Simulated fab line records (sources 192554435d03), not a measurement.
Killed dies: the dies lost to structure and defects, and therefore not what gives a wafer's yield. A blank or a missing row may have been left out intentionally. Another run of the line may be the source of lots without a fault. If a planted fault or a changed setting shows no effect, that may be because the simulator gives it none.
8D (eight disciplines) problem report, filled in by code :: flow n5Finfet :: the parts of the form that need people (team, actions taken, sign-off) are left out

## 1. WHAT WENT WRONG
At N5_GATE_CUT_ETCH_58, rfFwdPowerW averages 314.2 W over 2 wafers from 2 lots, while fault-free wafers read 413.3 W, standard deviation 1.3. Relative to the usual mean, that is a shift of -76 standard deviations.
The step: etches SiNx in CH3F/O2, target depth 17 nm, time 128.6 s.
Seen first at day 8 18:39 on rieDiel-04, wafer L232.6. The record holds 27 wafers of 9 lots with a number at this step. By rule, "out" or "out of limits" means more than 4 standard deviations away from the usual mean. The other wafers with a number count as sound.

## 2. WHAT IT IS, AND WHAT IT ISN'T
question: which readings at this step
is: rfFwdPowerW, rfVppV
is not: CH3F_flow_sccm, drypumpMotorCurrentA, oesProductAu, showerheadPlenumPTorr, throttleValvePct

question: which lots
is: L232, L233
is not: L216, L220, L221, L222, L226, L234, L235

question: which wafers of those lots
is: L232.6, L233.2
is not: L232.1, L232.4, L233.1, L233.6

question: read on which tools
is: rieDiel-04
is not: rieDiel-02, rieDiel-06

question: when
is: from day 8 18:39
is not: up to then (17 sound wafers); but 8 sound wafers of L233, L234, L235 came after

## 3. THE SUSPECTS, EACH WITH WHAT RULES IT OUT
Counting: if a tool at a process step up to the reading ran every lot that is out, it stays a suspect. Sound lots after the first of them don't rule it out here, since some wafers of a struck lot are sound.
- rieMetal-02 at N5_GATE_CUT_ETCHBACK_00 (etches W in SF6/Cl2): kept. It processed each lot that is out (first: L232, day 8 18:17); up to then, its last sound lot is L221 (day 6 02:22).
- rieMetal-02 at N5_GATE_CUT_VAPOR_ETCH_60 (etches HfO2 in BCl3/Cl2): kept. It processed each lot that is out (first: L232, day 8 18:31); up to then, its last sound lot is L221 (day 6 02:36).
- rieDiel-04 at N5_GATE_CUT_ETCH_58 (etches SiNx in CH3F/O2, target depth 17 nm, time 128.6 s): kept. It processed each lot that is out (first: L232, day 8 18:39); up to then, its last sound lot is L222 (day 6 10:25). Its own readings are out on those wafers: rfFwdPowerW, rfVppV.
- Within rieDiel-04 at N5_GATE_CUT_ETCH_58: the wafers that are out ran in chamber 2; their sound lot-mates ran in chambers 1, 3.
Still standing after the count: rieMetal-02 at N5_GATE_CUT_ETCHBACK_00, rieMetal-02 at N5_GATE_CUT_VAPOR_ETCH_60, rieDiel-04 at N5_GATE_CUT_ETCH_58.

## 4. THE CAUSE (what the simulator had put in)
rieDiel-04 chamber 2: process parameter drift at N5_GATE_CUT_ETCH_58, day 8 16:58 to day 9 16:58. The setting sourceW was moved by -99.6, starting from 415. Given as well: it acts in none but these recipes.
Counting leaves 3 suspects; this tool is one of them.

## 5. SEQUENCE OF EFFECTS, ordered by route
Each row: a reading whose mean over the struck wafers that have a number lies more than 3 standard deviations from the usual. Readings are gone through only where the record gives a usual standard deviation; hours: the median, over the lots, of the time from a lot's start at the first step in this table giving one to that lot's start at this step; sigmas: the change measured in usual standard deviations.
hours: 0
step: N5_GATE_CUT_ETCH_58
reading: rfFwdPowerW
usual: 413.3 W
on struck wafers: 314.2
change: -99.1
sigmas: -76

hours: 0
step: N5_GATE_CUT_ETCH_58
reading: rfVppV
usual: 99.1 V
on struck wafers: 109.2
change: +10.2
sigmas: +10
Here are the process steps it includes:
- N5_GATE_CUT_ETCH_58: etches SiNx in CH3F/O2, target depth 17 nm, time 128.6 s.
Later measuring or inspecting steps at which every struck wafer that the step has a row for has a number for every such reading, and none has moved that far: N5_BEOL_M4_RC_MEAS_101.

## 6. HOW IT WOULD HAVE BEEN CAUGHT EARLIER
In this record no reading fell out of limits until day 8 18:39, 2 hours after the fault had begun at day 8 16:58.
